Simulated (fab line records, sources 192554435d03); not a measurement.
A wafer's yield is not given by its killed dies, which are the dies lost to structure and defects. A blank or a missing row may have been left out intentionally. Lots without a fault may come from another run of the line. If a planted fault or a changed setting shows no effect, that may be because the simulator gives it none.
Matching of chambers || flow n5-finfet || N5_BEOL_M2_PECVD_72 on pecvd-01 has 3 sister chambers
The step deposits SiO2 from TEOS/O2, target thk 16 nm, time 18 s. 6 wafers are shown with their chamber, then 7 later ones without.

WAFERS PAIRED WITH THEIR CHAMBERS
{"wafer": "L077.3", "chamber": 2, "throttle-valve-pct (%)": 22.2, "showerhead-plenum-p-Torr (Torr)": 8.82}
{"wafer": "L086.6", "chamber": 2, "throttle-valve-pct (%)": 22.3, "showerhead-plenum-p-Torr (Torr)": 8.79}
{"wafer": "L087.4", "chamber": 0, "throttle-valve-pct (%)": 23.6, "showerhead-plenum-p-Torr (Torr)": 8.76}
{"wafer": "L087.5", "chamber": 1, "throttle-valve-pct (%)": 21.7, "showerhead-plenum-p-Torr (Torr)": 8.76}
{"wafer": "L091.2", "chamber": 1, "throttle-valve-pct (%)": 22.0, "showerhead-plenum-p-Torr (Torr)": 8.76}
{"wafer": "L091.3", "chamber": 0, "throttle-valve-pct (%)": 23.7, "showerhead-plenum-p-Torr (Torr)": 8.74}

WAFERS WITHOUT THEIR CHAMBER
{"wafer": "L091.6", "throttle-valve-pct (%)": 21.6, "showerhead-plenum-p-Torr (Torr)": 8.76}
{"wafer": "L093.1", "throttle-valve-pct (%)": 21.8, "showerhead-plenum-p-Torr (Torr)": 8.75}
{"wafer": "L093.2", "throttle-valve-pct (%)": 24.0, "showerhead-plenum-p-Torr (Torr)": 8.75}
{"wafer": "L093.5", "throttle-valve-pct (%)": 21.5, "showerhead-plenum-p-Torr (Torr)": 8.74}
{"wafer": "L096.2", "throttle-valve-pct (%)": 23.5, "showerhead-plenum-p-Torr (Torr)": 8.75}
{"wafer": "L096.5", "throttle-valve-pct (%)": 22.2, "showerhead-plenum-p-Torr (Torr)": 8.83}
{"wafer": "L096.6", "throttle-valve-pct (%)": 23.5, "showerhead-plenum-p-Torr (Torr)": 8.69}

WHICH CHAMBER EACH ONE RAN IN
{"wafer": "L091.6", "from the rows above": 1, "in truth": 1}
{"wafer": "L093.1", "from the rows above": 1, "in truth": 1}
{"wafer": "L093.2", "from the rows above": 0, "in truth": 0}
{"wafer": "L093.5", "from the rows above": 1, "in truth": 1}
{"wafer": "L096.2", "from the rows above": 0, "in truth": 0}
{"wafer": "L096.5", "from the rows above": 2, "in truth": 2}
{"wafer": "L096.6", "from the rows above": 0, "in truth": 0}
Placed correctly: 7 of 7. Not placeable from these rows: 0. Placed wrongly: 0.
How it was worked out, from the rows above alone: a wafer's distance from a chamber is the root of the sum, over the readings, of the square of ((its reading less the chamber's mean) divided by the reading's scatter). If the next closest chamber is less than 2 further off than the closest, the wafer can't be placed; otherwise it belongs to the closest. Each chamber's mean is taken over the wafers shown for it. The scatter is the square root of a quotient: the sum, over the shown wafers, of each reading's squared deviation from its chamber's mean, divided by wafers minus chambers.
